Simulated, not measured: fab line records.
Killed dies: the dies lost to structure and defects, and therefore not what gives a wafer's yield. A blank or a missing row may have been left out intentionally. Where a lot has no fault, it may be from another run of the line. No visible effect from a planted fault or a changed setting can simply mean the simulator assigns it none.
Chamber matching || flow n5Finfet || 4 sister chambers for N5_MOL_CONTACT_COAG_ETCH_59 on rieDiel-06
The step etches underlayer in N2/H2, target depth 13 nm, time 10.4 s. 4 wafers are shown with their chamber, then 12 later ones without.

== WAFERS, EACH WITH ITS CHAMBER ==
{"wafer": "L085.3", "chamber": 2, "drypumpMotorCurrentA (A)": 5.3}
{"wafer": "L091.1", "chamber": 0, "drypumpMotorCurrentA (A)": 6.5}
{"wafer": "L091.2", "chamber": 1, "drypumpMotorCurrentA (A)": 5.5}
{"wafer": "L091.3", "chamber": 3, "drypumpMotorCurrentA (A)": 5.5}

== WAFERS WITHOUT THEIR CHAMBER ==
{"wafer": "L092.1", "drypumpMotorCurrentA (A)": 5.5}
{"wafer": "L092.4", "drypumpMotorCurrentA (A)": 5.3}
{"wafer": "L092.6", "drypumpMotorCurrentA (A)": 6.5}
{"wafer": "L094.1", "drypumpMotorCurrentA (A)": 5.5}
{"wafer": "L094.5", "drypumpMotorCurrentA (A)": 5.5}
{"wafer": "L094.6", "drypumpMotorCurrentA (A)": 5.4}
{"wafer": "L096.1", "drypumpMotorCurrentA (A)": 5.5}
{"wafer": "L096.2", "drypumpMotorCurrentA (A)": 5.4}
{"wafer": "L096.4", "drypumpMotorCurrentA (A)": 5.4}
{"wafer": "L097.2", "drypumpMotorCurrentA (A)": 5.5}
{"wafer": "L097.3", "drypumpMotorCurrentA (A)": 5.3}
{"wafer": "L097.5", "drypumpMotorCurrentA (A)": 6.5}

== EACH ONE'S CHAMBER ==
{"wafer": "L092.1", "from the rows above": "can't be placed: 1 or 3", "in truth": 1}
{"wafer": "L092.4", "from the rows above": 2, "in truth": 2}
{"wafer": "L092.6", "from the rows above": 0, "in truth": 0}
{"wafer": "L094.1", "from the rows above": "can't be placed: 1 or 3", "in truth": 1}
{"wafer": "L094.5", "from the rows above": "can't be placed: 1 or 3", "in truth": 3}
{"wafer": "L094.6", "from the rows above": "can't be placed: 1 or 3 or 2", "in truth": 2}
{"wafer": "L096.1", "from the rows above": "can't be placed: 1 or 3", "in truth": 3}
{"wafer": "L096.2", "from the rows above": "can't be placed: 1 or 3 or 2", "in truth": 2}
{"wafer": "L096.4", "from the rows above": "can't be placed: 1 or 3 or 2", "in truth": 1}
{"wafer": "L097.2", "from the rows above": "can't be placed: 1 or 3", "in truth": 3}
{"wafer": "L097.3", "from the rows above": 2, "in truth": 2}
{"wafer": "L097.5", "from the rows above": 0, "in truth": 0}
4 of 12 placed correctly. Not placeable from these rows: 8 (in 8, the candidates include the true chamber). Wrongly placed: 0.
How it was worked out, from the rows above alone: a wafer's distance from a chamber is the root of the sum, over the readings, of the square of ((its reading less the chamber's mean) divided by the reading's scatter). If the next closest chamber is less than 2 further off than the closest, the wafer can't be placed; otherwise it belongs to the closest. For every chamber, the mean is computed from those of its wafers that are shown. The scatter: root of mean squared gap, hidden wafer to nearest shown wafer, with one shown wafer a chamber.
